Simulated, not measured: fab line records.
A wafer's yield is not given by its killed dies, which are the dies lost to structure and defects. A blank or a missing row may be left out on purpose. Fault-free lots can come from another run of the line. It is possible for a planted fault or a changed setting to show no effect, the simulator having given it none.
2 desks looking at one fault / flow n5Finfet / numbers are kept per desk, each desk with only its own; the story behind them comes last

## DESK OF THE TOOL OWNER: rieDiel-02
The tool's own readings at N5_FIN_CUT_ETCH_30 (etches underlayer in N2/H2, target depth 13 nm, time 10.4 s): means of the sampled wafers that have a number, for each lot that ran on this tool. If a lot's mean is further than 4 standard deviations from the usual mean, the lot is out of limits and carries the mark OUT (the distance appears in the brackets). 7 of its 8 readings are shown: the first one out of limits and those lying furthest out on some lot.
Columns: A = biasW at N5_FIN_CUT_ETCH_30, usual 150.1 W; B = etchRfOnTimeS at N5_FIN_CUT_ETCH_30, usual 10.5 s; C = h2FlowSccm at N5_FIN_CUT_ETCH_30, usual 200.0 sccm; D = oesProductAu at N5_FIN_CUT_ETCH_30, usual 0.66 a.u.; E = rfVppV at N5_FIN_CUT_ETCH_30, usual 523.5 V; F = showerheadPlenumPTorr at N5_FIN_CUT_ETCH_30, usual 2.52 Torr; G = throttleValvePct at N5_FIN_CUT_ETCH_30, usual 17.81 %
lot=L294; first seen here=day 2 03:01; A=150.1; B=10.1; C=199.9; D=0.73; E=523.9; F=2.51; G=17.73
lot=L297; first seen here=day 2 20:49; A=149.9; B=10.1; C=200.1; D=0.63; E=520.6; F=2.43; G=18.04
lot=L298; first seen here=day 3 02:43; A=149.4; B=10.4; C=200.7; D=0.64; E=521.5; F=2.43; G=17.96
lot=L304; first seen here=day 4 15:34; A=149.6; B=10.4; C=200.1; D=0.69; E=522.0; F=2.49; G=17.56
lot=L308; first seen here=day 5 14:19; A=150.4; B=13.8 (+9.0) OUT; C=200.5; D=0.55; E=520.3; F=2.42; G=17.98
Finding of this desk: L308 out of limits; the first was L308 at day 5 14:19, on etchRfOnTimeS at N5_FIN_CUT_ETCH_30. L294, L297, L298, L304: within limits.

## FROM THE METROLOGY DESK
Lot by lot, what the gauges showed, no matter which tool ran the lot: averages of those sampled wafers that carry a number. If a lot's mean is further than 4 standard deviations from the usual mean, the lot is out of limits and carries the mark OUT (the distance appears in the brackets). 7 of its 10 readings are shown, namely those furthest out on some lot.
Columns: A = DIBL_N at N5_BEOL_M4_RC_MEAS_101, usual 36.1 mV/V; B = DIBL_P at N5_BEOL_M4_RC_MEAS_101, usual 36.3 mV/V; C = IOFF_N at N5_BEOL_M4_RC_MEAS_101, usual 0.16 nA/um; D = ION_N at N5_BEOL_M4_RC_MEAS_101, usual 678 uA/um; E = SS_P at N5_BEOL_M4_RC_MEAS_101, usual 73.3 mV/dec; F = VT_N at N5_BEOL_M4_RC_MEAS_101, usual 249 mV; G = VT_P at N5_BEOL_M4_RC_MEAS_101, usual -250.0 mV
lot=L294; first seen here=day 7 18:09; A=34.4; B=35.0; C=0.14; D=659; E=73.2; F=254; G=-245.4
lot=L297; first seen here=day 8 13:13; A=34.6; B=32.2; C=0.11; D=656; E=72.3; F=255; G=-252.9
lot=L298; first seen here=day 9 03:50; A=38.4; B=36.3; C=0.18; D=686; E=73.7; F=248; G=-250.6
lot=L302; first seen here=day 10 17:14; A=37.2; B=38.7; C=0.17; D=673; E=73.0; F=251; G=-253.6
lot=L304; first seen here=day 10 22:55; A=35.7; B=35.1; C=0.15; D=682; E=73.5; F=247; G=-249.9
lot=L308; first seen here=day 12 04:50; A=36.5; B=36.4; C=0.18; D=680; E=73.8; F=249; G=-247.6
lot=L307; first seen here=day 12 11:16; A=39.0; B=40.3; C=0.22; D=695; E=73.9; F=244; G=-248.2
lot=L317; first seen here=day 14 01:16; A=35.5; B=35.8; C=0.15; D=674; E=73.7; F=251; G=-250.2
lot=L314; first seen here=day 14 06:56; A=34.8; B=34.1; C=0.14; D=677; E=73.2; F=251; G=-248.0
Finding of this desk: none of the 9 lots has anything out of limits.

## ALL TOGETHER
An alarm could have come from the tool owner's desk at day 5 14:19, on L308.
From the metrology desk's view, nothing was out of limits.
The metrology desk holds a record of L308, inside its limits.
The lots listed all ran N5_FIN_CUT_ETCH_30 on rieDiel-02.

## WHAT WAS PUT IN BY THE SIMULATOR
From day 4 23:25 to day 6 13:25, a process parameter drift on rieDiel-02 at N5_FIN_CUT_ETCH_30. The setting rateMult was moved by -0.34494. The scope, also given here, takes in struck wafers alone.
Lots struck among those shown: L308.
Delay in hours, fault start to first out-of-limits reading, by desk: the tool owner's desk at 15.
